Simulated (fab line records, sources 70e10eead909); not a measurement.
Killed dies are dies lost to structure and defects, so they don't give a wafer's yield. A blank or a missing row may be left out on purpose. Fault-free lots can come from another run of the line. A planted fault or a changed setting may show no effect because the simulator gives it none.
Matching of chambers -- flow nand harc -- NHARC_A_STAIRCASE_DEP_471 on pecvd-03: 3 sister chambers
The step deposits SiO2, target thk 100 nm. 22 wafers are shown with their chamber, then 11 later ones without.

## EACH WAFER AND ITS CHAMBER
wafer,chamber,heater power w (W),throttle valve pct (%)
L076.1,2,396,16.4
L076.2,0,580,16.2
L076.6,2,411,16.1
L077.2,0,602,16.2
L077.4,1,557,15.6
L077.5,0,613,16.5
L078.1,0,551,16.1
L078.5,1,564,16.0
L078.6,2,401,16.2
L080.1,2,395,16.5
L080.2,0,543,16.4
L080.4,2,403,16.5
L082.4,2,362,16.4
L082.5,1,578,15.6
L082.6,0,551,16.4
L084.2,1,611,15.9
L084.3,2,366,16.1
L084.5,1,614,16.3
L085.2,1,487,15.8
L085.3,2,395,16.2
L085.5,2,389,16.4
L090.2,0,555,16.4

SIGNATURES (averages over the wafers above)
reading,chamber 0,chamber 1,chamber 2,scatter within a chamber
heater power w,570.71,568.50,390.89,30.4
throttle valve pct,16.314,15.867,16.311,0.191
Rule: a wafer lies at a distance from a chamber equal to the root of the sum of squares, over the readings, of (its reading less the chamber's mean, divided by the reading's scatter). The wafer belongs to the nearest chamber; if the next one is less than 2 further off, it can't be placed. How the scatter is found: for the shown wafers, subtract from each reading the mean of its chamber, square and add these, divide the total by (wafers less chambers), then take the root.

## WAFERS WITHOUT THEIR CHAMBER
wafer,heater power w (W),throttle valve pct (%)
L090.4,569,16.4
L090.5,514,15.7
L092.2,623,16.1
L092.4,476,16.1
L092.6,640,16.2
L094.2,568,15.9
L094.5,586,15.8
L094.6,392,16.3
L097.3,495,16.0
L097.4,494,16.2
L097.6,373,16.5

## WHICH CHAMBER EACH ONE RAN IN
wafer,from the rows above,in truth
L090.4,0,0
L090.5,can't be placed: 1 or 0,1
L092.2,can't be placed: 0 or 1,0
L092.4,can't be placed: 2 or 1 or 0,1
L092.6,can't be placed: 0 or 1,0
L094.2,can't be placed: 1 or 0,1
L094.5,1,1
L094.6,2,2
L097.3,can't be placed: 1 or 0 or 2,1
L097.4,can't be placed: 0 or 1 or 2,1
L097.6,2,2
Correct placement for 4 of the 11. From these rows, 7 cannot be placed; in 7 the true chamber is one of the candidates. Placed wrongly: 0.
